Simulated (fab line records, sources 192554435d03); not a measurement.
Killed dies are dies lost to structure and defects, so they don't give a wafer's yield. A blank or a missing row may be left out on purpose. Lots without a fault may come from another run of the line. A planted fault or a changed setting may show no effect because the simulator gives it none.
A struck lot beside a sound one | flow n5_finfet | 38 steps out of a route of 1938
Sound: wafers L794.1, L794.5, L794.6. Struck: wafer L803.2. (L803.5 of the same lot was not struck and is left out.) The cause comes at the end.
At each step with rows: each side's tool, then ch and its chambers, then its first start. Under that, the readings that differ: sound wafers | struck wafers | difference of the means | sigmas: that difference in standard deviations of wafers without a fault.
alike: readings whose means differ by less than 2 such deviations, and words and numbers that are the same on both sides. not compared: withheld readings, readings that some wafer has no value for, bounds like >300 that may hide the same value, and numbers for which the record gives no deviation and whose values overlap.
The two part at a step that has a row with sigmas, a row that says differs or no value, or rows on one side only. Numbers that don't overlap but have no deviation are shown without sigmas and don't part them. A reading that every wafer of one side lacks parts them only if that side has two wafers or more.

first, 9 steps without rows for these wafers: N5_PMOS_HMC_CHANNEL_EPI_HM_STRIP_35 (strips SiO2 in dHF, material SiO2, target depth 39.6 nm, time 216 s); N5_PMOS_HMC_CHANNEL_EPI_SRD_39 (time 30 s); N5_PMOS_HMC_CHANNEL_EPI_CMP_21 (polishes SiGe30, target thk 54 nm); N5_PMOS_HMC_CHANNEL_EPI_PRECLEAN_40 (cleans in DHF, time 30 s); N5_PMOS_HMC_CHANNEL_EPI_PRECLEAN_37 (cleans in O3/DIW, time 45 s); N5_PMOS_HMC_CHANNEL_EPI_PRECLEAN_24 (cleans in DHF, time 30 s); N5_PMOS_HMC_CHANNEL_EPI_SRD_25 (time 30 s); N5_PMOS_HMC_CHANNEL_EPI_EPI_26 (deposits Si from SiH4/H2, target thk 3.8 nm, time 22.7 s); N5_FIN_SAQP_PRECLEAN_42 (cleans in O3/DIW, time 60 s).
N5_FIN_SAQP_PRECLEAN_00: cleans in SC1, time 60 s.
  sound on wet_bench-03 ch 2,4,6, day 3 14:43; struck on wet_bench-03 ch 0, day 5 21:16
  alike: h2o2_flow_mL_min, nh4oh_flow_mL_min
then, 17 steps without rows for these wafers: N5_FIN_SAQP_PRECLEAN_44 (cleans in SC2, time 45 s); N5_FIN_SAQP_SRD_01 (time 30 s); N5_FIN_SAQP_ALD_61 (deposits SiO2, target thk 4 nm, pulse time 1 s, purge time 2 s); N5_FIN_SAQP_DENSIFY_62 (time 60 s); N5_FIN_SAQP_HM_DEP_03 (deposits SiNx from SiH4/NH3/N2, target thk 38 nm, time 33.6 s); N5_FIN_SAQP_PECVD_47 (deposits a-Si from SiH4/He, target thk 45 nm, time 36.3 s); N5_FIN_SAQP_PECVD_48 (deposits SiNx from SiH4/NH3/N2, target thk 25 nm, time 22.1 s); N5_FIN_SAQP_PECVD_06 (deposits a-Si from SiH4/He, target thk 60 nm, time 48.1 s); N5_FIN_SAQP_HM_DEP_72 (deposits SiO2 from SiH4/N2O, target thk 12 nm, time 7.2 s); N5_FIN_SAQP_COAT_49 (time 60 s, resist thk 100 nm); N5_FIN_SAQP_COAT_50 (time 60 s, resist thk 35 nm); N5_FIN_SAQP_COAT_10 (resist thk 90 nm); N5_FIN_SAQP_EBR_12; N5_FIN_SAQP_SOFTBAKE_11 (time 60 s); N5_FIN_SAQP_EXPOSE_13 (exposes mask FIN CORE, target cd 35.6 nm); N5_FIN_SAQP_PEB_14 (peb time 60 s); N5_FIN_SAQP_DEVELOP_15 (develop time 30 s).
N5_FIN_SAQP_INSPECT_18: inspects for defects (brightfield).
  sound on defect_inspect-01, day 3 16:08; struck on defect_inspect-02, day 5 22:37
  reading          | sound       | struck | difference | sigmas
  raw_defect_count | 563 278 528 | 1750   | +1294      | +11
then, 7 steps without rows for these wafers: N5_FIN_SAQP_DESCUM_21 (chemistry O2, time 7.9 s); N5_FIN_SAQP_ETCH_51 (etches SiARC in CF4, target depth 45.5 nm, time 75.8 s); N5_FIN_SAQP_ETCH_52 (etches SOC in N2/H2, target depth 100 nm, overetch 20 nm, time 150 s); N5_FIN_SAQP_STRIP_53 (strips in N2/H2); N5_FIN_SAQP_HM_OPEN_73 (chemistry CHF3/O2, target SiO2, stops on a-Si, target depth 12 nm, time 16.8 s); N5_FIN_SAQP_STRIP_74 (strips in CHF3/O2); N5_FIN_SAQP_MANDREL_ETCH_22 (etches a-Si in HBr/Cl2, stops on SiNx, target depth 60 nm, bt time 10 s, time 30 s).
N5_FIN_SAQP_INSPECT_40: inspects for defects (brightfield).
  sound on defect_inspect-02, day 3 20:23; struck on defect_inspect-01, day 6 02:54
  reading          | sound       | struck | difference | sigmas
  raw_defect_count | 439 300 341 | 1526   | +1166      | +21
N5_FIN_CUT_INSPECT_10: inspects for defects (brightfield).
  sound on defect_inspect-02, day 3 20:47; struck on defect_inspect-01, day 6 03:25
  reading          | sound    | struck | difference | sigmas
  raw_defect_count | 66 40 57 | 1406   | +1352      | +99 or more
-- the record jumps here: 10 days lie between the struck wafers' starts before and after (it left off in module FIN_CUT and takes up again in module PASSIVATION, whose first step shown is number 1936 of the route) --
N5_PASSIVATION_PROBE_49:
  sound on prober-01, day 13 19:47; struck on prober-02, day 16 07:54
  reading             | sound       | struck | difference | sigmas
  killed_at_M4_up     | 25 32 25    | 8      | -19        | -4
  killed_at_contacts  | 5 8 11      | 23     | +15        | +2
  killed_at_front_end | 39 45 44    | 208    | +165       | +12
  killed_dies         | 101 100 109 | 280    | +177       | +10
  killed_on_rim       | 18 17 16    | 28     | +11        | +3
  alike: killed_at_M0_to_M3, killed_at_other, killed_open, killed_short

WHERE THEY PART
First at N5_FIN_SAQP_INSPECT_18; last, within this record, at N5_PASSIVATION_PROBE_49.

WHY: what the simulator had put in
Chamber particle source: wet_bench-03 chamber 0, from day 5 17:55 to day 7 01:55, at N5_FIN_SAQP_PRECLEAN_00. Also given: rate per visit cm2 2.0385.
